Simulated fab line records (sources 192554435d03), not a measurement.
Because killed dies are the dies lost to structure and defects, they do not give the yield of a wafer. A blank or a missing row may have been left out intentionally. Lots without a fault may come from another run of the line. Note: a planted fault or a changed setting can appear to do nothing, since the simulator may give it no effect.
Matching of chambers	flow n5_finfet	N5_BEOL_M10_CURE_71 on uv_cure-01 has 3 sister chambers
The step cures SiCOH lowk, time 240 s. 20 wafers are shown with their chamber, then 10 later ones without.

== WAFERS WITH THEIR CHAMBER ==
wafer	chamber	wafer_temp_C_max	lamp_power_pct (%)
L074.1	0	387.2	52.27
L074.2	0	386.5	52.42
L074.3	0	386.5	52.27
L077.1	2	386.5	52.45
L077.5	2	386.4	52.43
L077.6	2	386.7	52.29
L076.1	1	385.7	52.26
L076.2	1	386.0	52.27
L076.3	1	386.3	52.25
L076.4	1	386.1	52.38
L076.5	1	385.8	52.39
L076.6	1	385.8	52.29
L080.1	0	386.6	52.36
L080.3	0	386.1	52.33
L080.5	0	386.8	52.29
L079.2	2	387.0	52.40
L079.3	2	386.4	52.31
L079.4	2	386.3	52.31
L084.1	0	386.3	52.27
L084.4	0	386.1	52.28

SIGNATURES (averages over the wafers above)
reading	chamber 0	chamber 1	chamber 2	scatter within a chamber
wafer_temp_C_max	386.512	385.950	386.550	0.301
lamp_power_pct	52.3113	52.3067	52.3650	0.0617
Rule: for each reading, subtract the chamber's mean from the wafer's reading, divide by that reading's scatter and square the result; add these up over the readings and take the root, which gives the wafer's distance from the chamber. If the next closest chamber is less than 2 further off than the closest, the wafer can't be placed; otherwise it belongs to the closest. The scatter: take each reading less its chamber's mean, square it, sum over the shown wafers, divide by the number of wafers less the number of chambers, and take the root.

== WAFERS WHOSE CHAMBER IS MISSING ==
wafer	wafer_temp_C_max	lamp_power_pct (%)
L084.5	386.7	52.29
L089.1	386.6	52.25
L089.2	387.0	52.25
L089.4	386.7	52.26
L095.2	385.7	52.25
L095.3	386.2	52.27
L095.6	386.1	52.35
L093.3	387.0	52.36
L093.4	387.0	52.26
L093.6	387.3	52.32

== CHAMBER TAKEN BY EACH ==
wafer	from the rows above	in truth
L084.5	can't be placed: 0 or 2 or 1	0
L089.1	can't be placed: 0 or 2 or 1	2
L089.2	can't be placed: 0 or 2 or 1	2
L089.4	can't be placed: 0 or 2 or 1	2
L095.2	can't be placed: 1 or 0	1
L095.3	can't be placed: 1 or 0 or 2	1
L095.6	can't be placed: 1 or 0 or 2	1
L093.3	can't be placed: 2 or 0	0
L093.4	can't be placed: 0 or 2 or 1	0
L093.6	can't be placed: 2 or 0 or 1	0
0 of 10 placed correctly. Can't be placed from these rows: 10 (the true chamber is among the candidates in 10). Placed wrongly: 0.
